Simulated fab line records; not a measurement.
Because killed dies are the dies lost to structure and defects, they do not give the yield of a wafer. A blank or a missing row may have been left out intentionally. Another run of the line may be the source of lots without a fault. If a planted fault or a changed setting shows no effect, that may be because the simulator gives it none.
The tool behind it: which one? + flow nandHarc + Sampling: 14 lots, 42 wafers, 4 of 1302 route steps

## WHAT THE GAUGES SHOWED, per wafer
The record holds no reading of a measuring or inspecting step that can be judged against a usual standard deviation.

## WHAT TOOL EACH LOT RAN ON (gives the tool, then ch and the chambers of the sampled wafers, and finally the start)
| lot  | NHARC_A_CONTACT_DEP_28       | NHARC_A_CONTACT_DEVELOP_41       | NHARC_A_CONTACT_DESCUM_47         | NHARC_A_CONTACT_ETCH_113           |
|------|------------------------------|----------------------------------|-----------------------------------|------------------------------------|
| L949 | aclDep-01 ch 0, day 21 05:47 | lithoTrack-06 ch 0, day 21 09:00 | rieDiel-10 ch 0,2,3, day 21 10:14 | harCapEtch-02 ch 0, day 21 12:26   |
| L951 | aclDep-01 ch 0, day 21 19:28 | lithoTrack-06 ch 0, day 21 23:00 | rieDiel-10 ch 2,3, day 21 23:17   | harCapEtch-03 ch 0,1, day 22 01:33 |
| L952 | aclDep-01 ch 0, day 22 21:58 | lithoTrack-01 ch 0, day 23 02:00 | rieDiel-13 ch 0,1, day 23 02:31   | harCapEtch-02 ch 0,1, day 23 04:43 |
| L954 | aclDep-03 ch 0, day 22 21:59 | lithoTrack-04 ch 0, day 23 02:00 | rieDiel-11 ch 2,3, day 23 02:20   | harCapEtch-03 ch 0,1, day 23 04:41 |
| L955 | aclDep-01 ch 0, day 23 18:44 | lithoTrack-01 ch 0, day 23 22:00 | rieDiel-10 ch 0,1,2, day 23 22:25 | harCapEtch-03 ch 0,1, day 24 00:47 |
| L956 | aclDep-03 ch 0, day 24 15:08 | lithoTrack-04 ch 0, day 24 19:00 | rieDiel-13 ch 1,3, day 24 19:39   | harCapEtch-02 ch 0,1, day 24 22:01 |
| L959 | aclDep-03 ch 0, day 24 23:58 | lithoTrack-04 ch 0, day 25 03:00 | rieDiel-13 ch 0,3, day 25 03:45   | harCapEtch-03 ch 0,1, day 25 06:01 |
| L960 | aclDep-03 ch 0, day 26 00:35 | lithoTrack-01 ch 0, day 26 04:00 | rieDiel-13 ch 0,2,3, day 26 05:04 | harCapEtch-03 ch 0,1, day 26 07:16 |
| L963 | aclDep-02 ch 0, day 26 20:26 | lithoTrack-06 ch 0, day 27 00:00 | rieDiel-10 ch 0,1, day 27 00:56   | harCapEtch-02 ch 0,1, day 27 03:29 |
| L962 | aclDep-03 ch 0, day 26 21:39 | lithoTrack-01 ch 0, day 27 01:00 | rieDiel-13 ch 1,2, day 27 01:28   | harCapEtch-01 ch 0,1, day 27 04:09 |
| L964 | aclDep-01 ch 0, day 26 23:21 | lithoTrack-06 ch 0, day 27 03:00 | rieDiel-11 ch 1,2,3, day 27 03:52 | harCapEtch-02 ch 0,1, day 27 06:05 |
| L966 | aclDep-02 ch 0, day 27 23:47 | lithoTrack-06 ch 0, day 28 03:00 | rieDiel-13 ch 0,1,3, day 28 03:31 | harCapEtch-03 ch 0,1, day 28 06:31 |
| L969 | aclDep-02 ch 0, day 29 04:31 | lithoTrack-06, day 29 09:00      | rieDiel-11 ch 0,2,3, day 29 09:57 | harCapEtch-01 ch 1, day 29 12:08   |
| L970 | aclDep-03 ch 0, day 29 18:03 | lithoTrack-01, day 29 22:00      | rieDiel-10 ch 1,2,3, day 29 23:06 | harCapEtch-03 ch 0,1, day 30 01:17 |
- NHARC_A_CONTACT_DEP_28: deposits aC, target thk 7000 nm.
- NHARC_A_CONTACT_DEVELOP_41: develop time 35 s.
- NHARC_A_CONTACT_DESCUM_47: chemistry O2, time 3 s.
- NHARC_A_CONTACT_ETCH_113: etches the open film in C4F8/O2/Ar, time 190 s, target depth 1850 nm.

## WHAT THE TOOLS THEMSELVES READ (means of the sampled wafers that have a number; where no wafer has one, the mark that the record gives instead)
NHARC_A_CONTACT_DEP_28. Usual: throttleValvePct 34.999 %, standard deviation 0.0086.
| lot  | tool      | throttleValvePct (%) | flag |
|------|-----------|----------------------|------|
| L949 | aclDep-01 | 35.003               |      |
| L951 | aclDep-01 | 34.996               |      |
| L952 | aclDep-01 | 34.994               |      |
| L954 | aclDep-03 | 34.990               |      |
| L955 | aclDep-01 | 35.000               |      |
| L956 | aclDep-03 | 34.996               |      |
| L959 | aclDep-03 | 34.998               |      |
| L960 | aclDep-03 | 35.001               |      |
| L963 | aclDep-02 | 34.995               |      |
| L962 | aclDep-03 | 34.996               |      |
| L964 | aclDep-01 | 35.003               |      |
| L966 | aclDep-02 | 35.010               |      |
| L969 | aclDep-02 | 35.000               |      |
| L970 | aclDep-03 | 35.000               |      |

NHARC_A_CONTACT_DEVELOP_41. Usual: chillPlateTempC 22.98 C, standard deviation 0.1; exhaustPa 45.1 Pa, standard deviation 1.1.
| lot  | tool          | chillPlateTempC (C) | exhaustPa (Pa) | flag |
|------|---------------|---------------------|----------------|------|
| L949 | lithoTrack-06 | 23.03               | 45.0           |      |
| L951 | lithoTrack-06 | 22.99               | 45.9           |      |
| L952 | lithoTrack-01 | 23.05               | 44.5           |      |
| L954 | lithoTrack-04 | 22.89               | 45.2           |      |
| L955 | lithoTrack-01 | 23.21               | 45.5           |      |
| L956 | lithoTrack-04 | 22.85               | 44.8           |      |
| L959 | lithoTrack-04 | 23.01               | 44.7           |      |
| L960 | lithoTrack-01 | 22.85               | 45.5           |      |
| L963 | lithoTrack-06 | 23.02               | 46.4           |      |
| L962 | lithoTrack-01 | 23.01               | 44.5           |      |
| L964 | lithoTrack-06 | 23.05               | 43.7           |      |
| L966 | lithoTrack-06 | 22.95               | 45.9           |      |
| L969 | lithoTrack-06 | -                   | -              | OFF  |
| L970 | lithoTrack-01 | -                   | -              | OFF  |

NHARC_A_CONTACT_DESCUM_47. Usual: chamberPressureMTorr 60.00 mTorr, standard deviation 0.051; drypumpMotorCurrentA 5.8 A, standard deviation 0.49; oesProductAu 1.004 a.u., standard deviation 0.011; rfVppV 57.7 V, standard deviation 1; showerheadPlenumPTorr 1.90 Torr, standard deviation 0.095; throttleValvePct 11.312 %, standard deviation 0.0094.
| lot  | tool       | chamberPressureMTorr (mTorr) | drypumpMotorCurrentA (A) | oesProductAu (a.u.) | rfVppV (V) | showerheadPlenumPTorr (Torr) | throttleValvePct (%) | flag |
|------|------------|------------------------------|--------------------------|---------------------|------------|------------------------------|----------------------|------|
| L949 | rieDiel-10 | 60.00                        | 6.0                      | 1.001               | 58.1       | 1.96                         | 11.315               |      |
| L951 | rieDiel-10 | 59.97                        | 5.7                      | 1.016               | 57.7       | 2.02                         | 11.323               |      |
| L952 | rieDiel-13 | 59.94                        | 5.6                      | 1.001               | 58.5       | 1.87                         | 11.314               |      |
| L954 | rieDiel-11 | 59.98                        | 6.0                      | 0.995               | 58.2       | 1.91                         | 11.310               |      |
| L955 | rieDiel-10 | 60.02                        | 6.0                      | 1.006               | 57.7       | 1.93                         | 11.310               |      |
| L956 | rieDiel-13 | 59.97                        | 5.1                      | 1.000               | 58.4       | 1.80                         | 11.326               |      |
| L959 | rieDiel-13 | 60.04                        | 5.6                      | 0.993               | 56.9       | 1.88                         | 11.306               |      |
| L960 | rieDiel-13 | 59.97                        | 5.9                      | 0.998               | 58.5       | 1.88                         | 11.304               |      |
| L963 | rieDiel-10 | 60.03                        | 6.2                      | 1.002               | 57.9       | 1.85                         | 11.305               |      |
| L962 | rieDiel-13 | 60.03                        | 5.6                      | 0.987               | 56.3       | 1.79                         | 11.302               |      |
| L964 | rieDiel-11 | 60.00                        | 6.1                      | 1.014               | 59.3       | 1.90                         | 11.303               |      |
| L966 | rieDiel-13 | 59.98                        | 5.6                      | 0.995               | 57.6       | 1.87                         | 11.311               |      |
| L969 | rieDiel-11 | 59.96                        | 5.7                      | 1.015               | 57.4       | 1.92                         | 11.313               |      |
| L970 | rieDiel-10 | 60.01                        | 5.9                      | 1.010               | 57.5       | 1.93                         | 11.317               |      |

NHARC_A_CONTACT_ETCH_113. Usual: chamberPressureMTorr 20.001 mTorr, standard deviation 0.02.
| lot  | tool          | chamberPressureMTorr (mTorr) | flag |
|------|---------------|------------------------------|------|
| L949 | harCapEtch-02 | 20.004                       |      |
| L951 | harCapEtch-03 | 19.999                       |      |
| L952 | harCapEtch-02 | 20.001                       |      |
| L954 | harCapEtch-03 | 19.995                       |      |
| L955 | harCapEtch-03 | 20.018                       |      |
| L956 | harCapEtch-02 | 19.995                       |      |
| L959 | harCapEtch-03 | 20.023                       |      |
| L960 | harCapEtch-03 | 20.014                       |      |
| L963 | harCapEtch-02 | 19.994                       |      |
| L962 | harCapEtch-01 | 20.014                       |      |
| L964 | harCapEtch-02 | 20.004                       |      |
| L966 | harCapEtch-03 | 19.996                       |      |
| L969 | harCapEtch-01 | 20.021                       |      |
| L970 | harCapEtch-03 | 19.994                       |      |

## THE ANSWER, worked out from the rows above alone
Rule: a lot is off if the mean of its wafers that have a number lies more than 3 standard deviations from the usual mean. A lot without any number at a reading at which 4 lots or more have one is off too. Where the step has rows for the other lots, those lots are counted as sound. The gauges are gone through in route order, then the tools' own readings, and for those a lot's mean is taken as printed above. At the first step where some lot is off, the reading lying furthest off is the one used; lots without a number count as furthest.
Off: L969, L970 (NHARC_A_CONTACT_DEVELOP_41, chillPlateTempC). Without a number there: L969, L970.
If a tool, at that step or one of the process steps before it, ran each lot that is off and ran no sound lot following the first of them, it fits. Not one of the candidates tried fits.

## WHAT THE SIMULATOR PUT IN
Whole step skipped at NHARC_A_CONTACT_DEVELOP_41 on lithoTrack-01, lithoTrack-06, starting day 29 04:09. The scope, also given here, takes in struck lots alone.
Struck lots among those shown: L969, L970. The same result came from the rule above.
